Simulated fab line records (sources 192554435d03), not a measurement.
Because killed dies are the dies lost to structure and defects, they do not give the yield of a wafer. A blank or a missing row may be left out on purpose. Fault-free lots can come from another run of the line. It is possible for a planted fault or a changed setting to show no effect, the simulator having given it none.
fab line records	flow n5-finfet	part 1 of 2: steps 1 to 42 of 43
record lots=5	wafers=15	last-day=16
route steps=1938 shown HKMG_FIN@428 GATE_CUT@465 BEOL_M4@1111 PASSIVATION@1936
lots that met no fault: taken from a fault-free run of the same line
start-h: hours from the record's opening day to when the first of the lot's shown wafers began	wait-h: time in hours since the lot's previous step	" as in the row above	L1.1+2: several wafers, shown together as one row	- no value, or no start was given	* or withheld: withheld	< > ~ a bound
route shown NAME@n: names a module that has steps shown in the file, with the first one's number in the route	usual: mean/standard deviation of fault-free wafers	same: alike in all rows	chamber/n: place in a boat	sites: each site's reading	_std_site: the values' standard deviation	_edge_site: the outer-site mean with the inner-site mean subtracted	radius-mm: how far each site lies from the wafer's centre	mask NAME#n: copy n	behind: the last tool/chamber to shape the wafer	hold: why the lot went on hold/how many hours it stayed there/how the hold came to an end	device: the n, p or np transistor that did not switch	end of line: the route-end tests of the same wafers	for a step that has no rows: nothing shown but its recipe	killed: dies lost to structure and defects at the first sort, not the wafer's yield	map: a wafer's dies, marking killed ones x, the rest . and places with no die _
set.NAME: the run value of the setting; set.NAME@STEP: its run value at that earlier step	model.NAME: the simulator's own value behind a step, which no gauge read
certain route steps with their lots: each step a table, each wafer a row
services: a tool's chamber out of use, with start hour (start-h, from the record's first day; less than 0 if before it), hours out, and reason
## steps
# step N5_HKMG_FIN_PEB_10
# recipe peb-temp-c=withheld	peb-time-s=60	resist=CAR-ArF
# step N5_HKMG_FIN_DEVELOP_11
# recipe develop-time-s=30	developer=TMAH	resist=CAR-ArF	dev-temp-c=23	rinse-liquid=diw	dry=air-spin
# step N5_HKMG_FIN_CD_MEAS_12
# recipe target-cd-nm=92.8	landing-energy-ev=500	detector=se-inlens
# usual cd-nm=92.8/0.51
lot.wafer	tool	chamber	start-h	wait-h	cd-nm
L430.2	cd-sem-03	0	83.48	-	93.0
L430.5	"	0	"	"	92.1
L430.6	"	0	"	"	92.5
L435.1	cd-sem-02	0	112.80	-	93.4
L435.3	"	0	"	"	93.1
L435.6	"	0	"	"	93.1
L439.1	cd-sem-01	0	135.90	-	93.0
L439.4	"	0	"	"	92.8
L439.6	"	0	"	"	92.7
L443.2	cd-sem-01	0	160.94	-	92.6
L443.3	"	0	"	"	92.9
L443.6	"	0	"	"	92.8
L448.1	cd-sem-02	0	197.89	-	92.8
L448.2	"	0	"	"	92.9
L448.5	"	0	"	"	92.7
# step N5_HKMG_FIN_OVL_MEAS_13
# recipe points-per-wafer=44
# usual NWFM_OVL=0.0/0.71
lot.wafer	tool	chamber	start-h	wait-h	NWFM_OVL[nm]
L430.2	overlay-01	0	83.51	0.0	0.7
L430.5	"	0	"	"	-0.4
L430.6	"	0	"	"	-0.4
L435.1	overlay-01	0	112.83	0.0	-0.4
L435.3	"	0	"	"	-0.2
L435.6	"	0	"	"	-0.7
L439.1	overlay-01	0	135.93	0.0	1.5
L439.4	"	0	"	"	-0.2
L439.6	"	0	"	"	-0.5
L443.2	overlay-02	0	160.97	0.0	0.5
L443.3	"	0	"	"	-0.5
L443.6	"	0	"	"	0.8
L448.1	overlay-01	0	197.92	0.0	-0.8
L448.2	"	0	"	"	0.3
L448.5	"	0	"	"	-0.3
# step N5_HKMG_FIN_INSPECT_14
# recipe mode=adi	inspect-instrument=macro
# usual raw-defect-count=1.9/1.3
lot.wafer	tool	chamber	start-h	wait-h	raw-defect-count
L430.2	defect-inspect-02	-	83.53	0.0	0
L430.5	"	-	"	"	0
L430.6	"	-	"	"	2
L435.1	defect-inspect-02	-	112.85	0.0	2
L435.3	"	-	"	"	1
L435.6	"	-	"	"	1
L439.1	defect-inspect-02	-	135.96	0.0	2
L439.4	"	-	"	"	0
L439.6	"	-	"	"	2
L443.2	defect-inspect-01	-	160.99	0.0	1
L443.3	"	-	"	"	1
L443.6	"	-	"	"	2
L448.1	defect-inspect-01	-	197.95	0.0	1
L448.2	"	-	"	"	1
L448.5	"	-	"	"	0
# step N5_HKMG_FIN_DESCUM_17
# recipe chemistry=O2	time-s=7.9	source-power-w=50	bias-power-w=20	pressure-mtorr=20	rf-frequency-hz=2.712e+07	temp-c=40	resist=CAR-ArF	o2-flow-sccm=225
# step N5_HKMG_FIN_ETCH_31
# recipe chemistry=CF4	target=SiARC	target-depth-a=455	mask-material=CAR-ArF	time-s=75.8	ion-energy-ev=80	pressure-mtorr=40	source-w=545	bias-w=36	Ar_flow_sccm=100	cf4-flow-sccm=100	ends=cleared
# step N5_HKMG_FIN_ETCH_32
# recipe chemistry=N2/H2	target=SOC	target-depth-a=2400	temp-c=40	time-s=300	ion-energy-ev=200	mask-material=SiARC	pressure-mtorr=30	source-w=840	bias-w=150	n2-flow-sccm=200	h2-flow-sccm=200
# step N5_HKMG_FIN_STRIP_33
# recipe chemistry=N2/H2	temp-c=40	n2-flow-sccm=200	h2-flow-sccm=200	rf-frequency-hz=6e+07
# step N5_HKMG_FIN_STRIP_34
# recipe chemistry=CF4	resist=SiARC	power-w=300	bias-power-w=75	pressure-mtorr=50	cf4-flow-sccm=150	rf-frequency-hz=6e+07
# step N5_HKMG_FIN_ETCH_35
# recipe chemistry=N2/H2	target=SOC	target-depth-a=2158	ion-energy-ev=65	bias-w=5	source-w=3000	time-s=243.4	pressure-mtorr=30	n2-flow-sccm=200	h2-flow-sccm=200
# step N5_HKMG_FIN_STRIP_92
# recipe chemistry=N2/H2	material=SOC	time-s=20	power-w=500	temp-c=40	pressure-mtorr=50	rf-frequency-hz=6e+07	bias-power-w=8	h2-frac=0.5	n2-flow-sccm=300	h2-flow-sccm=300
# step N5_HKMG_FIN_WET_ETCH_18
# recipe chemistry=SC1	target=TiN	mix=1:1:5	temp-c=*	time-s=55	target-depth-nm=5.2	dry=ipa-marangoni	rinse-time-s=30	rinse-temp-c=23
# usual bath-guard-temp-C=*	bath-heat-duty-pct=7.2/0.84	temp-c=*
lot.wafer	tool	chamber	start-h	wait-h	bath-guard-temp-C	bath-heat-duty-pct	temp-c
L430.2	wet-bench-01	2	84.10	0.1	*	8.0	*
L430.5	"	6	"	"	*	8.4	*
L430.6	"	5	"	"	*	8.7	*
L435.1	wet-bench-02	1	113.42	0.1	*	5.8	*
L435.3	"	6	"	"	*	6.9	*
L435.6	"	4	"	"	*	8.2	*
L439.1	wet-bench-02	3	136.52	0.1	*	7.2	*
L439.4	"	0	"	"	*	5.7	*
L439.6	"	7	"	"	*	5.8	*
L443.2	wet-bench-01	0	161.64	0.1	*	7.8	*
L443.3	"	1	"	"	*	4.8	*
L443.6	"	2	"	"	*	7.2	*
L448.1	wet-bench-01	1	198.51	0.1	*	6.2	*
L448.2	"	3	"	"	*	7.2	*
L448.5	"	0	"	"	*	7.2	*
# step N5_HKMG_FIN_STRIP_19
# recipe chemistry=N2/H2	power-w=2500	temp-c=300	h2-frac=0.65	time-s=360	pressure-mtorr=withheld	n2-flow-sccm=1750	h2-flow-sccm=3250
# step N5_HKMG_FIN_ALD_91
# recipe material=TiN	target-thk-a=10	temp-c=400	ald-precursor-family=TiCl4	ald-co-reactant=NH3	pulse-time-s=1	purge-time-s=3	co-reactant-purge-time-s=2	co-reactant-pulse-time-s=2	ald-cycles=47	pressure-torr=3
# usual chamber-pressure-Torr=3.001/0.0064	heater-power-w=883/86	precursor-pulse-height-rel=1.000/0.019
lot.wafer	tool	chamber	start-h	wait-h	chamber-pressure-Torr	heater-power-w	precursor-pulse-height-rel
L430.2	ald-metal-02	1	84.55	0.3	2.999	762	0.965
L430.5	"	2	"	"	3.001	907	0.990
L430.6	"	3	"	"	3.008	1073	1.027
L435.1	ald-metal-01	2	113.87	0.3	2.993	742	1.023
L435.3	"	3	"	"	2.998	779	1.001
L435.6	"	2	"	"	2.998	755	1.002
L439.1	ald-metal-04	3	136.97	0.3	2.999	904	0.994
L439.4	"	0	"	"	2.993	867	1.010
L439.6	"	0	"	"	3.002	826	1.004
L443.2	ald-metal-02	2	162.09	0.3	3.000	907	1.013
L443.3	"	3	"	"	3.003	1052	1.037
L443.6	"	2	"	"	2.996	918	0.984
L448.1	ald-metal-02	2	198.96	0.3	3.011	906	1.011
L448.2	"	3	"	"	2.996	1051	1.001
L448.5	"	0	"	"	3.001	891	1.033
# step N5_HKMG_FIN_COAT_85
# recipe resist=SOC	temp-c=250	time-s=60	spin-rpm=1500	resist-thk-nm=300
# step N5_HKMG_FIN_ETCH_86
# recipe chemistry=N2/H2	target=SOC	target-depth-a=3932	stop-on=TiN	ion-energy-ev=100	bias-w=61	pressure-mtorr=30	source-w=850	n2-flow-sccm=200	h2-flow-sccm=200
# step N5_HKMG_FIN_STRIP_89
# recipe chemistry=N2/H2	material=SOC	time-s=20	power-w=500	temp-c=40	pressure-mtorr=50	rf-frequency-hz=6e+07	bias-power-w=8	h2-frac=0.5	n2-flow-sccm=300	h2-flow-sccm=300
# step N5_HKMG_FIN_WET_ETCH_87
# recipe chemistry=SC1	target=TiN	mix=1:2:40	temp-c=50	time-s=154.2	target-depth-nm=4.7	dry=ipa-marangoni	rinse-time-s=30	rinse-temp-c=23
# step N5_HKMG_FIN_STRIP_88
# recipe chemistry=N2/H2	power-w=2500	temp-c=300	h2-frac=0.65	time-s=360	pressure-mtorr=withheld	n2-flow-sccm=1750	h2-flow-sccm=3250
# step N5_HKMG_FIN_NWFM_ALD_20
# recipe material=TiAlC	target-thk-a=20	temp-c=300	ald-precursor-family=TiCl4	ald-co-reactant=TEA	pulse-time-s=3	purge-time-s=2	co-reactant-purge-time-s=2	co-reactant-pulse-time-s=10	ald-cycles=7	pressure-torr=3
# usual chamber-pressure-Torr=3.000/0.0067	heater-power-w=487/46	precursor-pulse-height-rel=1.002/0.02
lot.wafer	tool	chamber	start-h	wait-h	chamber-pressure-Torr	heater-power-w	precursor-pulse-height-rel
L430.2	ald-metal-01	2	85.52	0.3	3.012	414	1.015
L430.5	"	3	"	"	2.994	428	1.012
L430.6	"	0	"	"	3.000	488	1.018
L435.1	ald-metal-04	1	114.84	0.3	3.001	531	0.982
L435.3	"	3	"	"	2.989	507	0.990
L435.6	"	0	"	"	2.997	479	1.006
L439.1	ald-metal-02	3	138.05	0.3	3.002	585	1.003
L439.4	"	0	"	"	2.995	506	0.983
L439.6	"	1	"	"	3.000	444	0.999
L443.2	ald-metal-02	2	163.18	0.3	3.006	515	1.003
L443.3	"	0	"	"	3.003	503	1.018
L443.6	"	2	"	"	3.009	513	1.004
L448.1	ald-metal-01	2	199.99	0.3	2.994	429	1.029
L448.2	"	0	"	"	2.995	494	0.970
L448.5	"	0	"	"	3.001	495	1.023
# step N5_HKMG_FIN_ALD_71
# recipe material=TiN	target-thk-a=10	temp-c=400	ald-precursor-family=TiCl4	ald-co-reactant=NH3	pulse-time-s=1	purge-time-s=3	co-reactant-purge-time-s=2	co-reactant-pulse-time-s=2	ald-cycles=47	pressure-torr=3
# step N5_HKMG_FIN_COAT_66
# recipe resist=SOC	temp-c=250	time-s=60	spin-rpm=1500	resist-thk-nm=300
# step N5_HKMG_FIN_ETCH_67
# recipe chemistry=N2/H2	target=SOC	target-depth-a=3889	stop-on=TiN	ion-energy-ev=100	bias-w=61	pressure-mtorr=30	source-w=850	n2-flow-sccm=200	h2-flow-sccm=200
# step N5_HKMG_FIN_STRIP_90
# recipe chemistry=N2/H2	material=SOC	time-s=20	power-w=500	temp-c=40	pressure-mtorr=50	rf-frequency-hz=6e+07	bias-power-w=8	h2-frac=0.5	n2-flow-sccm=300	h2-flow-sccm=300
# step N5_HKMG_FIN_WET_ETCH_73
# recipe chemistry=SC1	mix=1:2:40	temp-c=50	time-s=42.3	target-depth-nm=1.3	dry=ipa-marangoni	rinse-time-s=30	rinse-temp-c=23
# step N5_HKMG_FIN_ETCHBACK_68
# recipe chemistry=Cl2/Ar	stop-on=HfO2	target-depth-a=5	pressure-mtorr=10	icp-w=600	bias-w=60	Cl2_flow_sccm=40	Ar_flow_sccm=60
# step N5_HKMG_FIN_STRIP_69
# recipe chemistry=N2/H2	power-w=2500	temp-c=300	h2-frac=0.65	time-s=360	pressure-mtorr=withheld	n2-flow-sccm=1750	h2-flow-sccm=3250
# step N5_HKMG_FIN_ALD_21
# recipe material=TiN	target-thk-a=15	temp-c=400	ald-precursor-family=TiCl4	ald-co-reactant=NH3	pulse-time-s=1	purge-time-s=3	co-reactant-purge-time-s=2	co-reactant-pulse-time-s=2	ald-cycles=68	pressure-torr=3
# step N5_HKMG_FIN_ALD_72
# recipe material=W	target-thk-a=20	temp-c=300	pressure-torr=7.5	ald-precursor-family=WF6	ald-co-reactant=B2H6	pulse-time-s=1	purge-time-s=2	co-reactant-purge-time-s=2	co-reactant-pulse-time-s=3	ald-cycles=7
# step N5_HKMG_FIN_W_FILL_22
# recipe material=W	target-thk-a=600	temp-c=400	pressure-torr=39.4	time-s=18.2
# usual chamber-pressure-Torr=39.42/0.097	heater-power-w=882/61	throttle-valve-pct=18.9/0.97
lot.wafer	tool	chamber	start-h	wait-h	chamber-pressure-Torr	heater-power-w	throttle-valve-pct
L430.2	cvd-w-01	1	87.29	0.0	39.37	955	17.8
L430.5	"	0	"	"	39.41	876	19.3
L430.6	"	1	"	"	39.39	963	17.8
L435.1	cvd-w-01	0	116.44	0.0	39.48	868	19.7
L435.3	"	1	"	"	39.38	947	17.7
L435.6	"	1	"	"	39.41	938	18.2
L439.1	cvd-w-01	0	139.65	0.0	39.44	879	19.6
L439.4	"	0	"	"	39.38	866	19.7
L439.6	"	1	"	"	39.48	973	18.1
L443.2	cvd-w-02	1	164.79	0.0	39.32	866	18.3
L443.3	"	0	"	"	39.41	795	20.1
L443.6	"	1	"	"	39.24	868	18.3
L448.1	cvd-w-01	1	201.60	0.0	39.61	964	18.0
L448.2	"	0	"	"	39.52	892	19.8
L448.5	"	1	"	"	39.60	975	18.1
# step N5_HKMG_FIN_PRECLEAN_83
# recipe chemistry=DIW	time-s=57.5	temp-c=23
# step N5_HKMG_FIN_SRD_84
# recipe dry-time-s=32	dry=n2-spin	spin-rpm=1500
# step N5_HKMG_FIN_CMP_23
# recipe stop-on=SiNx	t-overpolish-s=10	post-cmp-clean=rinse-only	down-force-psi=4	platen-rpm=50.289	pad-velocity-m-s=1.0006	target-thk-nm=46.326
# usual motor-current-A=11.6/1	overpolish-run-s=9.98/0.14	slurry-flow-ml-min=149.9/0.46	time-to-endpoint-s=12.7/2.5
lot.wafer	tool	chamber	start-h	wait-h	motor-current-A	overpolish-run-s	slurry-flow-ml-min	time-to-endpoint-s
L430.2	cmp-01	0	87.64	0.3	11.8	10.01	150.3	11.8
L430.6	"	1	"	"	13.2	9.99	149.3	10.7
L430.5	"	2	"	"	11.3	9.99	150.0	7.4
L435.3	cmp-03	0	116.63	0.1	12.3	9.99	150.4	11.8
L435.1	"	2	"	"	10.1	10.00	149.9	16.4
L435.6	"	3	"	"	11.7	10.00	150.3	10.1
L439.1	cmp-04	0	139.92	0.2	13.6	10.01	150.4	11.8
L439.4	"	1	"	"	11.3	10.01	149.4	12.5
L439.6	"	2	"	"	10.4	10.00	150.0	16.9
L443.3	cmp-03	0	164.89	0.0	12.3	9.99	150.0	11.8
L443.2	"	1	"	"	12.2	9.99	149.5	16.9
L443.6	"	0	"	"	13.0	9.98	150.4	11.9
L448.2	cmp-01	0	201.87	0.2	11.9	9.99	150.1	14.9
L448.1	"	1	"	"	13.4	10.00	149.9	11.9
L448.5	"	3	"	"	10.9	10.01	149.8	12.6
# step N5_HKMG_FIN_CMP_94
# recipe stop-on=SiNx	post-cmp-clean=w-dilute-nh4oh	t-overpolish-s=4.7	down-force-psi=4	platen-rpm=50.289	pad-velocity-m-s=1.0006	target-thk-nm=43.299
# step N5_HKMG_FIN_INSPECT_28
# recipe inspect-instrument=darkfield	mode=post-cmp
# usual raw-defect-count=53/26
lot.wafer	tool	chamber	start-h	wait-h	raw-defect-count
L430.2	defect-inspect-02	-	88.11	0.0	18
L430.5	"	-	"	"	34
L430.6	"	-	"	"	31
L435.1	defect-inspect-02	-	117.26	0.0	49
L435.3	"	-	"	"	23
L435.6	"	-	"	"	32
L439.1	defect-inspect-02	-	140.47	0.0	45
L439.4	"	-	"	"	29
L439.6	"	-	"	"	49
L443.2	defect-inspect-02	-	165.61	0.0	26
L443.3	"	-	"	"	43
L443.6	"	-	"	"	43
L448.1	defect-inspect-02	-	202.52	0.0	47
L448.2	"	-	"	"	44
L448.5	"	-	"	"	40
# step N5_GATE_CUT_ETCHBACK_00
# recipe chemistry=SF6/Cl2	target=W	pressure-mtorr=8	icp-w=900	bias-w=80	SF6_flow_sccm=40	Cl2_flow_sccm=60
# step N5_GATE_CUT_ETCH_56
# recipe chemistry=Cl2/Ar	target=TiN	target-depth-a=216	pressure-mtorr=10	icp-w=600	bias-w=60	Cl2_flow_sccm=40	Ar_flow_sccm=60
# step N5_GATE_CUT_ETCHBACK_30
# recipe chemistry=Cl2/Ar	target=TiN	target-depth-a=30	mode=isotropic	pressure-mtorr=10	icp-w=600	bias-w=60	Cl2_flow_sccm=40	Ar_flow_sccm=60
# usual chamber-pressure-mTorr=10.001/0.009	drypump-motor-current-A=5.9/0.34	oes-product-au=0.77/0.097	throttle-valve-pct=20.9/0.33
lot.wafer	tool	chamber	start-h	wait-h	chamber-pressure-mTorr	drypump-motor-current-A	oes-product-au	rf-hours-counter-h	throttle-valve-pct
L430.2	rie-metal-01	0	88.35	0.1	9.998	5.7	0.91	7	20.5
L430.5	"	0	"	"	9.988	5.7	0.92	-	20.5
L430.6	"	1	"	"	9.992	6.1	0.67	-	21.4
L435.1	rie-metal-01	0	117.51	0.1	10.006	5.7	0.91	10	20.6
L435.3	"	1	"	"	9.986	6.1	0.67	-	21.4
L435.6	"	0	"	"	10.021	5.7	0.90	-	20.6
L439.1	rie-metal-01	1	140.72	0.1	9.993	6.1	0.66	88	21.4
L439.4	"	0	"	"	9.984	5.7	0.90	-	20.5
L439.6	"	1	"	"	9.987	6.1	0.67	-	21.4
L443.2	rie-metal-01	1	165.85	0.1	9.992	6.1	0.66	90	21.4
L443.3	"	1	"	"	10.000	6.1	0.66	-	21.4
L443.6	"	1	"	"	9.999	6.1	0.66	-	21.4
L448.1	rie-metal-01	1	202.77	0.1	9.979	6.1	0.65	94	21.4
L448.2	"	0	"	"	10.015	5.7	0.87	19	20.6
L448.5	"	0	"	"	9.989	5.7	0.87	-	20.6
# step N5_GATE_CUT_VAPOR_ETCH_60
# recipe chemistry=BCl3/Cl2	target=HfO2	mode=isotropic
# step N5_GATE_CUT_ETCH_58
# recipe chemistry=CH3F/O2	target=SiNx	target-depth-a=170	time-s=128.6	ion-energy-ev=50	pressure-mtorr=30	source-w=415	bias-w=21	Ar_flow_sccm=150	CH3F_flow_sccm=30	O2_flow_sccm=20
# step N5_BEOL_M4_RC_MEAS_101
# usual DIBL_N=35.7/1.5	DIBL_P=35.7/2	IOFF_N=0.155/0.026	IOFF_N_LIN=0.072/0.0099	IOFF_N_LONG=5.53e-05/2.5e-06	IOFF_P=0.20/0.031	ION_N=675/11	ION_P=462/7.1	SS_N=71.3/0.57	SS_P=73.1/0.56	VT_N=250/3	VT_N_LONG=275.1/2.2	VT_N_LVT=97/3.3	VT_P=-251/3
lot.wafer	tool	chamber	start-h	wait-h	DIBL_N[mV/V]	DIBL_P[mV/V]	IOFF_N[nA/um]	IOFF_N_LIN[nA/um]	IOFF_N_LONG[nA/um]	IOFF_P[nA/um]	ION_N[uA/um]	ION_P[uA/um]	SS_N[mV/dec]	SS_P[mV/dec]	VT_N[mV]	VT_N_LONG[mV]	VT_N_LVT[mV]	VT_P[mV]
L430.2	prober-01	0	185.44	0.2	35.0	33.7	0.139	0.065	5.76e-05	0.17	665	450	71.1	72.8	254	275.2	98	-255
L430.5	"	0	"	"	38.3	38.5	0.208	0.090	5.65e-05	0.25	685	462	71.3	73.7	247	276.5	93	-247
L430.6	"	0	"	"	37.4	37.2	0.175	0.077	5.66e-05	0.23	667	460	71.7	73.2	250	275.0	97	-250
L435.1	prober-01	0	216.55	0.0	33.7	34.7	0.141	0.070	5.84e-05	0.18	675	470	70.6	72.7	249	270.0	96	-249
L435.3	"	0	"	"	34.7	35.8	0.143	0.068	5.7e-05	0.20	664	460	71.1	73.6	249	273.1	97	-249
L435.6	"	0	"	"	32.6	33.5	0.121	0.061	5.87e-05	0.17	680	472	70.2	72.5	251	271.9	100	-251
L439.1	prober-01	0	232.30	0.0	36.0	35.8	0.142	0.065	5.29e-05	0.18	674	460	71.3	73.3	252	279.2	97	-256
L439.4	"	0	"	"	36.2	37.0	0.152	0.070	5.24e-05	0.18	675	461	71.4	74.2	251	276.8	96	-254
L439.6	"	0	"	"	34.4	34.1	0.080	0.038	4.07e-05	0.15	642	463	70.6	72.5	265	288.1	110	-255
L443.2	prober-02	0	267.79	0.2	36.0	36.6	0.160	0.077	5.7e-05	0.20	685	466	71.1	72.7	250	272.4	96	-255
L443.3	"	0	"	"	36.8	38.3	0.181	0.085	5.51e-05	0.24	685	469	71.4	73.9	247	274.3	94	-249
L443.6	"	0	"	"	36.5	37.4	0.172	0.081	5.67e-05	0.21	683	464	71.3	73.3	247	274.4	96	-251
L448.1	prober-01	0	286.03	0.0	35.8	33.9	0.141	0.066	5.39e-05	0.20	677	461	71.3	72.9	253	278.3	99	-251
L448.2	"	0	"	"	35.6	34.8	0.132	0.064	5.12e-05	0.22	675	476	71.3	73.2	254	277.3	99	-248
L448.5	"	0	"	"	35.4	34.5	0.130	0.063	5.21e-05	0.21	662	460	71.1	73.0	254	277.7	101	-248
## key
first-sign step=N5_HKMG_FIN_WET_ETCH_18	reading=temp-c	direction=down	sigmas=52	usual=*	struck=*
effect step=N5_HKMG_FIN_WET_ETCH_18	reading=bath-guard-temp-C	direction=down	sigmas=15	usual=*	struck=*
effect step=N5_BEOL_M4_RC_MEAS_101	reading=VT_N_LONG	direction=up	sigmas=6	usual=275.1	struck=288.1
effect step=N5_BEOL_M4_RC_MEAS_101	reading=IOFF_N_LONG	direction=down	sigmas=5.8	usual=5.53e-05	struck=4.07e-05
effect step=N5_BEOL_M4_RC_MEAS_101	reading=VT_N	direction=up	sigmas=5	usual=250	struck=265
effect step=N5_BEOL_M4_RC_MEAS_101	reading=VT_N_LVT	direction=up	sigmas=3.9	usual=97	struck=110
effect step=N5_BEOL_M4_RC_MEAS_101	reading=IOFF_N_LIN	direction=down	sigmas=3.4	usual=0.072	struck=0.038
effect step=N5_BEOL_M4_RC_MEAS_101	reading=ION_N	direction=down	sigmas=3.2	usual=675	struck=642
met-at N5_HKMG_FIN_WET_ETCH_18
struck-wafers L439.6
fault kind=process-parameter-drift	tool=wet-bench-02	chamber=7	onset-h=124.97	steps=N5_HKMG_FIN_WET_ETCH_18	channel=temp-c	offset=*	shape=step	end-h=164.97	acts-in=*	stated=*
